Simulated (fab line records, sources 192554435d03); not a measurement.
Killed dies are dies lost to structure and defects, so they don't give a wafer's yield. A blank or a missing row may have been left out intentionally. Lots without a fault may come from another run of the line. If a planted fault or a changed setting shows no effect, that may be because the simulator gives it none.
Split-lot experiment | flow n5-finfet | on a route of 1938 steps: 7 lots, 21 wafers read

== THE SPLIT ITSELF ==
At N5_BEOL_M8_ILD_DEP_00 (deposits SiCOH lowk from DEMS/porogen, target thk 179.75 nm, time 33.4 s), the setting time-s was moved away from the recipe's 33.4 s on 6 of the 21 wafers read, by -13.9% to +10.1%. All remaining wafers had this setting at the recipe value.

== FROM THE SPLIT ON TO THE READING: in between, the file shows 1 step ==
- N5_BEOL_M8_CURE_74: cures SiCOH lowk, time 240 s

== THE READING ==
M8_ILD_THK, in nm, at N5_BEOL_M8_THK_MEAS_01. Typical for fault-free wafers on this fab line: 154.5 nm, with standard deviation 2.5 nm.

wafer  | tool, chamber at the split | time-s as run, s | against the recipe | M8_ILD_THK, nm | against lot-mates on the recipe
L077.1 | pecvd-02, 1                | 33.4             | recipe             | 153.7          | -
L077.4 | pecvd-02, 1                | 33.4             | recipe             | 154.4          | -
L077.5 | pecvd-02, 1                | 33.4             | recipe             | 157.5          | -
L081.1 | pecvd-02, 2                | 33.4             | recipe             | 153.0          | -
L081.3 | pecvd-02, 0                | 33.4             | recipe             | 152.2          | -
L081.6 | pecvd-02, 1                | 33.4             | recipe             | 157.2          | -
L084.1 | pecvd-03, 1                | 33.4             | recipe             | 150.8          | -
L084.4 | pecvd-03, 2                | 28.76            | -13.9%             | 131.7          | -19.1
L084.6 | pecvd-03, 1                | 28.76            | -13.9%             | 131.0          | -19.8
L083.1 | pecvd-02, 0                | 36.59            | +9.6%              | 166.5          | +9.9
L083.2 | pecvd-02, 2                | 33.4             | recipe             | 155.4          | -
L083.4 | pecvd-02, 2                | 33.4             | recipe             | 157.7          | -
L089.3 | pecvd-04, 0                | 29.6             | -11.4%             | 138.5          | -15.9
L089.4 | pecvd-04, 2                | 33.4             | recipe             | 153.9          | -
L089.5 | pecvd-04, 1                | 33.4             | recipe             | 155.0          | -
L093.1 | pecvd-02, 0                | 31.39            | -6.0%              | 141.6          | -13.5
L093.5 | pecvd-02, 2,1              | 33.4             | recipe             | 155.1          | -
L093.6 | pecvd-02, 2,1              | 33.4             | recipe             | 155.1          | -
L095.4 | pecvd-03, 1                | 33.4             | recipe             | 153.9          | -
L095.5 | pecvd-03, 2                | 33.4             | recipe             | 155.8          | -
L095.6 | pecvd-03, 0                | 36.78            | +10.1%             | 170.6          | +15.7
The file does not say which wafer passed through which chamber wherever a row lists several chambers: such a row stands for several wafers.

THE FIT
A straight line over all 21 wafers: M8_ILD_THK changes by +1.58 nm for each +1% of time-s; r = +0.98; the points scatter about the line by 2.1 nm.
The same after taking each lot's own level away (the mean of its wafers on the recipe; 21 wafers): +1.41 nm for each +1%; r = +0.98; scatter 1.9 nm.
Per that fit: largest time-s move, reading shift of 20 nm.
Across the lots, their own levels run from 150.80 to 156.55 nm, a range of 2.3 times the standard deviation given above.
Thus the slope moves with the lot-to-lot level: the two fits are different.
Check: -20.2 nm against its lot-mates is what the line predicts for one of the wafers moved furthest among these (-13.9%) when that wafer is left out of the fit. Against them it came out at -19.1 nm.

== OTHER SPLITS ON THESE WAFERS ==
Other splits were also applied to these wafers ahead of the reading. Each is held against what the fit with the lots' levels taken away leaves over:
other split on the same wafers   | wafers away from the commonest value | r with M8_ILD_THK (lot level and that fit taken away)
N5_BEOL_M2_COAT_67 spin-rpm      | 9                                    | +0.11
N5_BEOL_M2_COAT_76 temp-c        | 9                                    | -0.06
N5_BEOL_M3_ETCH_70 bias-w        | 3                                    | +0.26
N5_BEOL_M4_COAT_05 spin-rpm      | 8                                    | -0.10
N5_BEOL_M4_DESCUM_16 time-s      | 1                                    | -0.19
N5_BEOL_M5_TRENCH_ETCH_37 time-s | 7                                    | -0.02
N5_BEOL_M5_ETCH_41 source-w      | 9                                    | +0.02
N5_BEOL_M5_SPUTTER_90 time-s     | 7                                    | -0.07

== THE WHOLE CHAIN: every reading that the file lists as answering this split, in the file's order ==
step                   | what it does                                                             | reading                                                                                  | change (the file's fit)              | r (the file's)
N5_BEOL_M8_ILD_DEP_00  | deposits SiCOH lowk from DEMS/porogen, target thk 179.75 nm, time 33.4 s | SiCOH_lowk_of_BEOL_M8_ILD_DEP_00.thk-nm (the simulator's own value, which no gauge read) | +1.63 nm for each +1% of the setting | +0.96
N5_BEOL_M8_CURE_74     | cures SiCOH lowk, time 240 s                                             | SiCOH_lowk_of_BEOL_M8_ILD_DEP_00.thk-nm (the simulator's own value, which no gauge read) | +1.41 nm for each +1% of the setting | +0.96
N5_BEOL_M8_THK_MEAS_01 |                                                                          | M8_ILD_THK                                                                               | +1.42 for each +1% of the setting    | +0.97

== THE FILE'S OWN FIT ==
M8_ILD_THK changes by +1.42 nm for each +1% of time-s, r = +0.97.
